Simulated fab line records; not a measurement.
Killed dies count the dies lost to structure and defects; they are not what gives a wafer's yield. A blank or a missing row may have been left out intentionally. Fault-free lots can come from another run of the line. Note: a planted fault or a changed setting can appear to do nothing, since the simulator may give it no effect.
Which tool was responsible?	flow n5-finfet	31 wafers from 11 lots sampled at 3 of the route's 1938 steps

## WHAT THE GAUGES SHOWED, per wafer
N5_BEOL_M8_OVL_MEAS_12. Usual: M8_OVL gives -0.1 nm (standard deviation 0.85).
lot	measured	on	M8_OVL (nm)	flag
L372	day 9 01:38	overlay-01	-1.1 0.3 -0.4	
L373	day 9 07:57	overlay-02	-0.7 0.7 0.0	
L376	day 10 13:57	overlay-01	0.0 -0.6 -1.5	
L378	day 11 00:22	overlay-01	0.3 0.2 1.3	
L382	day 11 23:36	overlay-01	0.4 0.5 0.3	
L389	day 14 03:40	overlay-01	-2.0 -2.6 -1.3	
L391	day 14 11:29	overlay-01	-1.0 0.4 -0.8	
L392	day 14 14:17	overlay-02	-0.5 -0.8	
L390	day 15 06:43	overlay-01	-0.5 -0.9	
L394	day 15 12:29	overlay-02	-0.2 -0.6 -1.0	
L395	day 16 05:04	overlay-02	-1.5 0.0 -1.2	

N5_BEOL_M8_INSPECT_13: inspects for defects (brightfield). Usual: raw-defect-count reads 415 (standard deviation 99).
lot	measured	on	raw-defect-count	flag
L372	day 9 01:40	defect-inspect-02	384 294 365	
L373	day 9 07:58	defect-inspect-02	492 259 320	
L376	day 10 13:58	defect-inspect-01	440 388 596	
L378	day 11 00:24	defect-inspect-02	583 538 474	
L382	day 11 23:38	defect-inspect-01	264 304 223	
L389	day 14 03:41	defect-inspect-01	410 390 348	
L391	day 14 11:30	defect-inspect-02	302 481 309	
L392	day 14 14:19	defect-inspect-02	412 415	
L390	day 15 06:44	defect-inspect-02	497 326	
L394	day 15 12:31	defect-inspect-02	529 515 600	
L395	day 16 05:05	defect-inspect-01	339 356 507	

## WHAT TOOL EACH LOT RAN ON (gives the tool, then ch and the chambers of the sampled wafers, and finally the start)
lot	N5_BEOL_M8_PECVD_70
L372	pecvd-01 ch 0,1,2, day 8 23:30
L373	pecvd-04 ch 1,2, day 9 06:20
L376	pecvd-04 ch 0,1, day 10 12:19
L378	pecvd-01 ch 0,1, day 10 23:02
L382	pecvd-04 ch 0,2, day 11 22:31
L389	pecvd-02 ch 0,2, day 14 02:55
L391	pecvd-01 ch 1,2, day 14 10:59
L392	pecvd-01 ch 1,2, day 14 12:15
L390	pecvd-04 ch 0, day 15 03:47
L394	pecvd-04 ch 0,1,2, day 15 10:47
L395	pecvd-02 ch 0,1,2, day 16 02:44
- N5_BEOL_M8_PECVD_70: deposits SiO2 from TEOS/O2, target thk 20 nm, time 22.7 s.

## WHAT THE TOOLS THEMSELVES READ (means of the sampled wafers that have a number; where no wafer has one, the mark that the record gives instead)
N5_BEOL_M8_PECVD_70. Usual: chamber-pressure-Torr 5.499 Torr, standard deviation 0.012; heater-power-outer-w 455 W, standard deviation 99; heater-power-w 755 W, standard deviation 130; rf-fwd-power-W 445.3 W, standard deviation 1.6; showerhead-plenum-p-Torr 8.84 Torr, standard deviation 0.085; throttle-valve-pct 22.2 %, standard deviation 0.69.
lot	tool	chamber-pressure-Torr (Torr)	heater-power-outer-w (W)	heater-power-w (W)	rf-fwd-power-W (W)	showerhead-plenum-p-Torr (Torr)	throttle-valve-pct (%)	flag
L372	pecvd-01	5.505	372	654	445.0	8.82	21.6	
L373	pecvd-04	5.513	631	1009	444.8	8.92	21.6	
L376	pecvd-04	5.494	463	760	447.1	8.82	22.1	
L378	pecvd-01	5.503	355	631	446.1	8.80	21.6	
L382	pecvd-04	5.477	429	723	446.5	8.91	22.2	
L389	pecvd-02	5.506	373	626	446.2	8.72	22.7	
L391	pecvd-01	5.499	353	607	444.3	8.77	21.2	
L392	pecvd-01	5.510	371	642	444.1	8.78	21.2	
L390	pecvd-04	5.506	461	758	446.4	8.87	22.5	
L394	pecvd-04	5.496	571	910	445.2	8.88	22.3	
L395	pecvd-02	5.499	357	621	446.2	8.80	23.1	

## THE ANSWER, worked out from the rows above alone
Rule: lot off if the mean of its wafers having a number is beyond 3 standard deviations from the usual mean. A lot without any number at a reading at which 4 lots or more have one is off too. Where the step has rows for the other lots, those lots are counted as sound. First the gauges in route order, then the tools' own readings, where a lot's mean is used as printed above. At the first step where some lot is off, the reading lying furthest off is the one used; lots without a number count as furthest.
Across all readings shown, no lot is off: no conclusion can be drawn from this.

## WHAT THE SIMULATOR HAD INSERTED
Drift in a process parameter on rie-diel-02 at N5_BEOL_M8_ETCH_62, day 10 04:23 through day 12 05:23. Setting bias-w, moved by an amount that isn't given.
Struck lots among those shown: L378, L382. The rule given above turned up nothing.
